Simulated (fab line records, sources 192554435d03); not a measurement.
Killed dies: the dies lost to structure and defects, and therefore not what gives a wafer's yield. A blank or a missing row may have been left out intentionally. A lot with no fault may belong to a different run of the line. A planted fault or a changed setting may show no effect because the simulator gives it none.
Lot-split experiment | flow n5-finfet | 7 lots, 21 wafers read, on a route of 1938 steps

== ON THE SPLIT ==
At N5_BEOL_M8_ETCH_65 (etches SiARC in CF4, target depth 15.6 nm, time 26 s), the setting source-w was moved away from the recipe's 545 W on 4 of the 21 wafers read, by -13.0% to +11.1%. For the rest of the wafers, this setting stayed at what the recipe calls for.

The reading comes from the split's own step.

== THE READING ==
rf-vpp-V, in V, at N5_BEOL_M8_ETCH_65 (etches SiARC in CF4, target depth 15.6 nm, time 26 s). A value of 184.3 V with a standard deviation of 1.5 V is what fault-free wafers of this fab line usually give.

wafer  | tool, chamber at the split | source-w as run, W | against the recipe | rf-vpp-V, V | against lot-mates on the recipe
L074.1 | rie-diel-05, 3             | 545                | recipe             | 184.0       | -
L074.2 | rie-diel-05, 0             | 545                | recipe             | 185.7       | -
L074.4 | rie-diel-05, 2             | 545                | recipe             | 186.2       | -
L081.3 | rie-diel-05, 1             | 545                | recipe             | 183.1       | -
L081.4 | rie-diel-05, 2             | 545                | recipe             | 185.9       | -
L081.6 | rie-diel-05, 2             | 545                | recipe             | 186.0       | -
L083.1 | rie-diel-04, 1             | 545                | recipe             | 186.3       | -
L083.5 | rie-diel-04, 1             | 545                | recipe             | 186.1       | -
L083.6 | rie-diel-04, 0             | 477.2              | -12.4%             | 194.6       | +8.4
L091.3 | rie-diel-04, 2             | 545                | recipe             | 183.9       | -
L091.4 | rie-diel-04, 3             | 545                | recipe             | 183.9       | -
L091.5 | rie-diel-04, 3             | 486.1              | -10.8%             | 191.4       | +7.5
L092.1 | rie-diel-05, 1             | 474.4              | -13.0%             | 188.8       | +4.8
L092.3 | rie-diel-05, 0             | 545                | recipe             | 184.8       | -
L092.4 | rie-diel-05, 0             | 545                | recipe             | 183.3       | -
L095.1 | rie-diel-02, 3             | 545                | recipe             | 184.2       | -
L095.3 | rie-diel-02, 1             | 545                | recipe             | 184.2       | -
L095.5 | rie-diel-02, 1             | 605.3              | +11.1%             | 178.0       | -6.2
L097.1 | rie-diel-05, 1             | 545                | recipe             | 181.6       | -
L097.2 | rie-diel-05, 0             | 545                | recipe             | 186.8       | -
L097.3 | rie-diel-05, 2             | 545                | recipe             | 184.9       | -

FIT RESULTS
A straight line over all 21 wafers: rf-vpp-V changes by -0.573 V for each +1% of source-w; r = -0.88; the points scatter about the line by 1.6 V.
The same after taking each lot's own level away (the mean of its wafers on the recipe; 21 wafers): -0.561 V for each +1%; r = -0.91; scatter 1.3 V.
Per that fit: largest source-w move, reading shift of 7.3 V.
The lots' own levels span 183.90 to 186.20 V, that is 1.5 times the standard deviation above.
Hence the lot-to-lot level has little effect on the slope; both slopes agree.
Check: for one of the wafers moved furthest among these (-13.0%), held out of the fit, the line's prediction against its lot-mates is +8.41 V. It came out at +4.75 V against them.
Tool readings at the split's step, against how far the setting was moved: etch-rf-on-time-s r = -0.96; rf-vpp-V r = -0.88.

== ADDITIONAL SPLITS CARRIED BY THESE WAFERS ==
These wafers also went through other splits before the reading. Each is held against what the fit with the lots' levels taken away leaves over:
other split on the same wafers     | wafers away from the commonest value | r with rf-vpp-V (lot level and that fit taken away)
N5_BEOL_M7_EXPOSE_08 dose-mj       | 8                                    | -0.06
N5_BEOL_M7_STRIP_19 pressure-mtorr | 15                                   | +0.15
N5_BEOL_M8_PECVD_70 temp-c         | 6                                    | -0.46

== THE WHOLE CHAIN: every reading that the file lists as answering this split, in the file's order ==
step               | what it does                                         | reading           | change (the file's fit)              | r (the file's)
N5_BEOL_M8_ETCH_65 | etches SiARC in CF4, target depth 15.6 nm, time 26 s | etch-rf-on-time-s | withheld for each +1% of the setting | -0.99
N5_BEOL_M8_ETCH_65 | etches SiARC in CF4, target depth 15.6 nm, time 26 s | rf-vpp-V          | -0.561 V for each +1% of the setting | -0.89

== FILE'S OWN FIT ==
rf-vpp-V changes by -0.561 V for each +1% of source-w, r = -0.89.
